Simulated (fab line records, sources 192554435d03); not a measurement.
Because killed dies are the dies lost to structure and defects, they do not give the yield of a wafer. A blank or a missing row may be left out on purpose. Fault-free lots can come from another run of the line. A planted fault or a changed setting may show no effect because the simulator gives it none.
Lot-split experiment    flow n5Finfet    4 lots, 21 wafers read, on a route of 1938 steps

SPLIT DETAILS
At N5_BEOL_M1_ETCH_64 (etches SOC in N2/H2, target depth 75 nm, overetch 15 nm, time 112.5 s), the setting sourceW was moved away from the recipe's 840 W on 9 of the 21 wafers read, by +5.0% to +16.2%. The other wafers ran this setting at the recipe's value.

The split's own step is where the reading is taken.

THE READING
rfVppV, in V, at N5_BEOL_M1_ETCH_64 (etches SOC in N2/H2, target depth 75 nm, overetch 15 nm, time 112.5 s). Typical for fault-free wafers on this fab line: 523.4 V, with standard deviation 2.5 V.

wafer   tool, chamber at the split  sourceW as run, W  against the recipe  rfVppV, V  against lot-mates on the recipe
L077.1  rieDiel-03, 2               881.9              +5.0%               512.7      -10.8
L077.2  rieDiel-03, 3               881.9              +5.0%               516.9      -6.6
L077.3  rieDiel-03, 0               840                recipe              526.4      -
L077.4  rieDiel-03, 1               881.9              +5.0%               516.8      -6.7
L077.5  rieDiel-03, 2               840                recipe              519.5      -
L077.6  rieDiel-03, 1               840                recipe              524.6      -
L083.4  rieDiel-04, 3               840                recipe              529.5      -
L083.5  rieDiel-04, 1               840                recipe              522.9      -
L083.6  rieDiel-04, 2               840                recipe              519.6      -
L084.1  rieDiel-03, 3               840                recipe              526.2      -
L084.2  rieDiel-03, 2               976.1              +16.2%              494.2      -29.8
L084.3  rieDiel-03, 1               976.1              +16.2%              500.0      -24.0
L084.4  rieDiel-03, 0               840                recipe              526.9      -
L084.5  rieDiel-03, 2               840                recipe              519.0      -
L084.6  rieDiel-03, 1               976.1              +16.2%              500.8      -23.2
L089.1  rieDiel-05, 3               840                recipe              523.1      -
L089.2  rieDiel-05, 2               932.2              +11.0%              506.4      -15.8
L089.3  rieDiel-05, 0               932.2              +11.0%              503.8      -18.4
L089.4  rieDiel-05, 1               840                recipe              520.4      -
L089.5  rieDiel-05, 2               840                recipe              523.0      -
L089.6  rieDiel-05, 3               932.2              +11.0%              505.7      -16.5

THE FIT
A straight line over all 21 wafers: rfVppV changes by -1.58 V for each +1% of sourceW; r = -0.96; the points scatter about the line by 3 V.
The same after taking each lot's own level away (the mean of its wafers on the recipe; 21 wafers): -1.57 V for each +1%; r = -0.96; scatter 2.9 V.
On that fit, the largest move of sourceW shifts the reading by 25 V.
Measured against the standard deviation above, the lots' own levels, which go from 522.17 to 524.03 V, span 0.7 times it.
The two slopes agree, so the slope changes little with the lot-to-lot level.
Check: for one of the wafers moved furthest among these (+16.2%), held out of the fit, the line's prediction against its lot-mates is -24.3 V. It came out at -29.8 V against them.
Tool readings at the split's step, against how far the setting was moved: rfVppV r = -0.96.

FURTHER SPLITS ON THESE WAFERS
These wafers also went through other splits before the reading. Each is held against what the fit with the lots' levels taken away leaves over:
other split on the same wafers        wafers away from the commonest value  r with rfVppV (lot level and that fit taken away)
N5_MOL_CONTACT_COAG_EXPOSE_37 doseMj  9                                     +0.30
N5_BEOL_M0_SAQP_PECVD_96 timeS        9                                     +0.18
N5_BEOL_M0_ETCH_138 sourceW           6                                     -0.14
N5_BEOL_M1_COAT_05 spinRpm            6                                     -0.21

THE FILE'S OWN FIT
rfVppV changes by -1.57 V for each +1% of sourceW, r = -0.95.
